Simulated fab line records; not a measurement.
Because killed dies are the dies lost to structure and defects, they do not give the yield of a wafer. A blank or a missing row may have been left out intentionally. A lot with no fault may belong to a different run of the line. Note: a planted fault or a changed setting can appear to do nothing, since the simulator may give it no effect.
Chamber matching ; flow nandHarc ; 4 sister chambers for NHARC_P_BONDPAD_CMP_19 on cmp-01
The step polishes, t overpolish 30 s, cu recess touch 16 s, target thk 160.81 nm. 4 wafers are shown with their chamber, then 10 later ones without.

== WAFERS PAIRED WITH THEIR CHAMBERS ==
wafer;chamber;motorCurrentA (A)
L093.1;3;10.6
L093.2;2;9.4
L093.3;1;11.3
L093.5;0;13.5

== WAFERS WITH NO CHAMBER GIVEN ==
wafer;motorCurrentA (A)
L093.6;11.1
L095.1;10.7
L095.3;13.1
L095.4;11.5
L097.3;13.2
L097.4;11.3
L097.5;12.4
L097.1;11.0
L097.2;10.0
L097.6;12.1

== WHICH CHAMBER EACH ONE RAN IN ==
wafer;from the rows above;in truth
L093.6;can't be placed: 1 or 3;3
L095.1;can't be placed: 3 or 1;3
L095.3;0;0
L095.4;can't be placed: 1 or 3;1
L097.3;0;0
L097.4;can't be placed: 1 or 3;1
L097.5;can't be placed: 0 or 1 or 3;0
L097.1;can't be placed: 1 or 3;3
L097.2;can't be placed: 2 or 3 or 1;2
L097.6;can't be placed: 1 or 0 or 3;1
Correctly placed: 2 of 10. Can't be placed from these rows: 8 (the true chamber is among the candidates in 8). Number placed wrongly: 0.
How it was worked out, from the rows above alone: a wafer's distance from a chamber is the root of the sum, over the readings, of the square of ((its reading less the chamber's mean) divided by the reading's scatter). If the next closest chamber is less than 2 further off than the closest, the wafer can't be placed; otherwise it belongs to the closest. For every chamber, the mean is computed from those of its wafers that are shown. The scatter: root of mean squared gap, hidden wafer to nearest shown wafer, with one shown wafer a chamber.
